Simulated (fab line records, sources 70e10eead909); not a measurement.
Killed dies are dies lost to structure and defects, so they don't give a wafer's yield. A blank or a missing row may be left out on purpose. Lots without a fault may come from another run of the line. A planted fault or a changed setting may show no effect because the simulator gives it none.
A struck lot beside a sound one | flow nand_harc | 41 steps out of a route of 1302
Sound: wafers L830.1, L830.3, L830.6. Struck: wafers L825.1, L825.2, L825.5. The cause comes at the end.
At each step with rows: each side's tool, then ch and its chambers, then its first start. Under that, the readings that differ: sound wafers | struck wafers | difference of the means | sigmas: that difference in standard deviations of wafers without a fault.
alike: readings whose means differ by less than 2 such deviations, and words and numbers that are the same on both sides. not compared: withheld readings, readings that some wafer has no value for, bounds like >300 that may hide the same value, and numbers for which the record gives no deviation and whose values overlap.
The two part at a step that has a row with sigmas, a row that says differs or no value, or rows on one side only. Numbers that don't overlap but have no deviation are shown without sigmas and don't part them. A reading that every wafer of one side lacks parts them only if that side has two wafers or more.

first, 5 steps without rows for these wafers: NHARC_A_CONTACT_SOFTBAKE_03 (time 55 s); NHARC_A_CONTACT_EBR_04; NHARC_A_CONTACT_EXPOSE_05 (exposes mask A CC); NHARC_A_CONTACT_PEB_06 (peb time 65 s); NHARC_A_CONTACT_DEVELOP_07 (develop time 35 s).
NHARC_A_CONTACT_CD_MEAS_08: target cd 200 nm.
  sound on cd_sem-01 ch 0, day 30 08:38; struck on cd_sem-02 ch 0, day 27 16:42
  alike: cd_nm
NHARC_A_CONTACT_OVL_MEAS_09:
  sound on overlay-02, day 30 08:43; struck on overlay-01, day 27 16:47
  reading           | sound          | struck      | difference | sigmas
  overlay_y_nm (nm) | -1.0 -0.7 -0.7 | 1.0 0.8 1.7 | +2.0       | +2
  alike: overlay_x_nm
NHARC_A_CONTACT_INSPECT_10:
  sound on defect_inspect-01, day 30 08:45; struck on defect_inspect-02, day 27 16:49
  alike: raw_defect_count
then, 3 steps without rows for these wafers: NHARC_A_CONTACT_DESCUM_13 (chemistry O2, time 3 s); NHARC_A_CONTACT_ETCH_88 (etches the open film in CF4, target depth 39 nm, time 65 s); NHARC_A_CONTACT_ETCH_89 (etches the open film in N2/H2, target depth 260 nm, time 475.3 s).
NHARC_A_CONTACT_ETCH_30: etches the open film in CF4/CHF3, target depth 72.6 nm, time 36.3 s.
  sound on rie_diel-08 ch 1,2; struck on rie_diel-11 ch 0,1,3
  alike: drypump_motor_current_A, oes_product_au, rf_vpp_V, showerhead_plenum_p_Torr, throttle_valve_pct
  not compared: rf_hours_counter_h
NHARC_A_CONTACT_ETCH_31: etches the open film in O2/COS, target depth 2800 nm, time 728 s.
  sound on rie_diel-08 ch 0,1, day 30 09:25; struck on rie_diel-11 ch 0,1, day 27 17:29
  alike: drypump_motor_current_A, oes_product_au, rf_vpp_V, showerhead_plenum_p_Torr, throttle_valve_pct
  not compared: rf_hours_counter_h
NHARC_A_CONTACT_ETCH_134: etches the open film in C4F8/O2/Ar, time 140 s, target depth 700 nm.
  sound on har_cap_etch-01 ch 0,1, day 30 09:59; struck on har_cap_etch-03 ch 0,1, day 27 18:01
  not compared: rf_hours_counter_h
then, 6 steps without rows for these wafers: NHARC_A_CONTACT_ETCH_135 (etches the open film in C4F8/O2/Ar, time 311 s, target depth 1912 nm); NHARC_A_CONTACT_ETCH_136 (etches the open film in C4F8/O2/Ar, time 311 s, target depth 1912 nm); NHARC_A_CONTACT_ETCH_137 (etches the open film in C4F8/O2/Ar, time 311 s, target depth 1912 nm); NHARC_A_CONTACT_ETCH_138 (etches the open film in C4F8/O2/Ar, time 311 s, target depth 1914 nm); NHARC_A_CONTACT_ETCH_139 (etches the open film in C4F8/O2/Ar, time 195 s, target depth 840 nm); NHARC_A_CONTACT_ETCH_92 (etches the open film in CH3F/O2, target depth 40 nm, time 85.7 s).
NHARC_A_CONTACT_ETCH_98: etches the open film in C4F6/O2, target depth 20 nm, time 10 s.
  sound on rie_diel-08 ch 0,1,3; struck on rie_diel-11 ch 0,3
  alike: drypump_motor_current_A, oes_product_au, rf_vpp_V, showerhead_plenum_p_Torr, throttle_valve_pct
  not compared: rf_hours_counter_h
NHARC_A_CONTACT_CD_MEAS_15:
  sound on cd_sem-01, day 30 12:00; struck on cd_sem-03, day 27 20:25
  alike: cd_nm
then, 3 steps without rows for these wafers: NHARC_A_CONTACT_STRIP_107 (strips in N2/H2); NHARC_A_CONTACT_STRIP_108 (strips in CF4/CHF3); NHARC_A_CONTACT_STRIP_109 (strips in O2/COS).
NHARC_A_CONTACT_ETCH_110: etches the open film in CF4/O2, target depth 60 nm, overetch 6 nm, time 33 s.
  sound on rie_diel-11 ch 0,1,2, day 30 12:18; struck on rie_diel-11 ch 0,1,3, day 27 21:28
  alike: drypump_motor_current_A, oes_product_au, rf_vpp_V, showerhead_plenum_p_Torr, throttle_valve_pct
  not compared: rf_hours_counter_h
then, 3 steps without rows for these wafers: NHARC_A_CONTACT_STRIP_26 (strips in O2); NHARC_A_CONTACT_STRIP_27 (strips in post etch residue remover, time 600 s); NHARC_A_CONTACT_ALD_18 (deposits TiN, target thk 3 nm, pulse time 1 s, ald cycles 150).
NHARC_A_CONTACT_CVD_19: deposits W, target thk 300 nm, time 802 s.
  sound on cvd_w-02 ch 0,1; struck on cvd_w-01 ch 0,1
  alike: heater_power_w, throttle_valve_pct
then, 10 steps without rows for these wafers: NHARC_A_CONTACT_CMP_20 (polishes, t overpolish 30 s, target thk 300 nm); NHARC_A_CONTACT_SRD_22; NHARC_A_BLC_DEHYDRATE_00 (time 120 s); NHARC_A_BLC_HMDS_01 (time 30 s); NHARC_A_BLC_COAT_02 (time 75 s); NHARC_A_BLC_COAT_03 (time 65 s); NHARC_A_BLC_COAT_04 (resist thk 90 nm); NHARC_A_BLC_SOFTBAKE_05 (time 55 s); NHARC_A_BLC_EBR_06; NHARC_A_BLC_EXPOSE_07 (exposes mask A BLC, target cd 100 nm).
-- the record jumps here: 2 days lie between the struck wafers' starts before and after (it left off in module A_BLC and takes up again in module END, whose first step shown is number 1302 of the route) --
NHARC_END_SORT_01:
  the record has rows for the struck wafers here (prober-02 ch 0, day 30 03:19) and none for the sound ones

WHERE THEY PART
First at NHARC_A_CONTACT_OVL_MEAS_09; last, within this record, at NHARC_END_SORT_01.

WHY: what the simulator had put in
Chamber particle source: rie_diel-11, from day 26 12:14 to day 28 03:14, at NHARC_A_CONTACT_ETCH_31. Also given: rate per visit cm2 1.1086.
